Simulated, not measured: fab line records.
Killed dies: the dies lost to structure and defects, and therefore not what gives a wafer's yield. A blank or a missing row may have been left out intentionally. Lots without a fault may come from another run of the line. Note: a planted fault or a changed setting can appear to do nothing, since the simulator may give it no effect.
Matching of chambers :: flow n5 finfet :: N5_BEOL_M13_ETCH_38 on rie diel-01 has 4 sister chambers
The step etches SiCN in CF4/N2, target depth 67.5 nm, time 71.9 s. 18 wafers are shown with their chamber, then 9 later ones without.

WAFERS WITH THEIR CHAMBER
wafer: L074.1
chamber: 0
showerhead plenum p Torr (Torr): 2.20
throttle valve pct (%): 15.77
drypump motor current A (A): 5.7

wafer: L074.2
chamber: 1
showerhead plenum p Torr (Torr): 2.18
throttle valve pct (%): 15.77
drypump motor current A (A): 6.1

wafer: L074.3
chamber: 2
showerhead plenum p Torr (Torr): 2.27
throttle valve pct (%): 15.89
drypump motor current A (A): 5.5

wafer: L074.4
chamber: 3
showerhead plenum p Torr (Torr): 2.09
throttle valve pct (%): 15.60
drypump motor current A (A): 6.5

wafer: L074.5
chamber: 0
showerhead plenum p Torr (Torr): 2.20
throttle valve pct (%): 15.78
drypump motor current A (A): 5.8

wafer: L074.6
chamber: 3
showerhead plenum p Torr (Torr): 2.09
throttle valve pct (%): 15.61
drypump motor current A (A): 6.4

wafer: L079.2
chamber: 3
showerhead plenum p Torr (Torr): 2.09
throttle valve pct (%): 15.61
drypump motor current A (A): 6.4

wafer: L079.4
chamber: 1
showerhead plenum p Torr (Torr): 2.18
throttle valve pct (%): 15.77
drypump motor current A (A): 6.1

wafer: L079.6
chamber: 3
showerhead plenum p Torr (Torr): 2.09
throttle valve pct (%): 15.62
drypump motor current A (A): 6.4

wafer: L081.2
chamber: 1
showerhead plenum p Torr (Torr): 2.18
throttle valve pct (%): 15.79
drypump motor current A (A): 6.0

wafer: L081.3
chamber: 2
showerhead plenum p Torr (Torr): 2.27
throttle valve pct (%): 15.92
drypump motor current A (A): 5.5

wafer: L081.5
chamber: 1
showerhead plenum p Torr (Torr): 2.18
throttle valve pct (%): 15.79
drypump motor current A (A): 6.1

wafer: L080.1
chamber: 0
showerhead plenum p Torr (Torr): 2.19
throttle valve pct (%): 15.79
drypump motor current A (A): 5.7

wafer: L080.2
chamber: 2
showerhead plenum p Torr (Torr): 2.27
throttle valve pct (%): 15.93
drypump motor current A (A): 5.5

wafer: L080.6
chamber: 1
showerhead plenum p Torr (Torr): 2.18
throttle valve pct (%): 15.80
drypump motor current A (A): 6.0

wafer: L083.2
chamber: 0
showerhead plenum p Torr (Torr): 2.19
throttle valve pct (%): 15.79
drypump motor current A (A): 5.8

wafer: L083.3
chamber: 1
showerhead plenum p Torr (Torr): 2.18
throttle valve pct (%): 15.79
drypump motor current A (A): 6.0

wafer: L083.5
chamber: 2
showerhead plenum p Torr (Torr): 2.27
throttle valve pct (%): 15.93
drypump motor current A (A): 5.5

SIGNATURES, as means of the wafers listed above
reading: showerhead plenum p Torr
chamber 0: 2.1950
chamber 1: 2.1800
chamber 2: 2.2700
chamber 3: 2.0900
scatter within a chamber: 0.00267

reading: throttle valve pct
chamber 0: 15.7825
chamber 1: 15.7850
chamber 2: 15.9175
chamber 3: 15.6100
scatter within a chamber: 0.0128

reading: drypump motor current A
chamber 0: 5.750
chamber 1: 6.050
chamber 2: 5.500
chamber 3: 6.425
scatter within a chamber: 0.0482
Rule: a wafer's distance from a chamber is the root of the sum, over the readings, of the square of ((its reading less the chamber's mean) divided by the reading's scatter). The wafer belongs to the nearest chamber; if the next one is less than 2 further off, it can't be placed. How the scatter is found: for the shown wafers, subtract from each reading the mean of its chamber, square and add these, divide the total by (wafers less chambers), then take the root.

WAFERS WHOSE CHAMBER IS MISSING
wafer: L085.1
showerhead plenum p Torr (Torr): 2.27
throttle valve pct (%): 15.93
drypump motor current A (A): 5.5

wafer: L085.2
showerhead plenum p Torr (Torr): 2.19
throttle valve pct (%): 15.82
drypump motor current A (A): 5.7

wafer: L085.3
showerhead plenum p Torr (Torr): 2.18
throttle valve pct (%): 15.79
drypump motor current A (A): 6.0

wafer: L085.4
showerhead plenum p Torr (Torr): 2.18
throttle valve pct (%): 15.80
drypump motor current A (A): 6.1

wafer: L085.5
showerhead plenum p Torr (Torr): 2.19
throttle valve pct (%): 15.82
drypump motor current A (A): 5.7

wafer: L085.6
showerhead plenum p Torr (Torr): 2.27
throttle valve pct (%): 15.93
drypump motor current A (A): 5.5

wafer: L092.4
showerhead plenum p Torr (Torr): 2.17
throttle valve pct (%): 15.38
drypump motor current A (A): 6.0

wafer: L092.5
showerhead plenum p Torr (Torr): 2.26
throttle valve pct (%): 16.00
drypump motor current A (A): 5.5

wafer: L092.6
showerhead plenum p Torr (Torr): 2.09
throttle valve pct (%): 15.63
drypump motor current A (A): 6.5

WHICH CHAMBER EACH ONE RAN IN
wafer: L085.1
from the rows above: 2
in truth: 2

wafer: L085.2
from the rows above: 0
in truth: 0

wafer: L085.3
from the rows above: 1
in truth: 1

wafer: L085.4
from the rows above: 1
in truth: 1

wafer: L085.5
from the rows above: 0
in truth: 0

wafer: L085.6
from the rows above: 2
in truth: 2

wafer: L092.4
from the rows above: can't be placed: 1 or 0
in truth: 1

wafer: L092.5
from the rows above: 2
in truth: 2

wafer: L092.6
from the rows above: 3
in truth: 3
Correctly placed: 8 of 9. These rows do not allow placing 1 (true chamber among the candidates in 1). 0 placed wrongly.
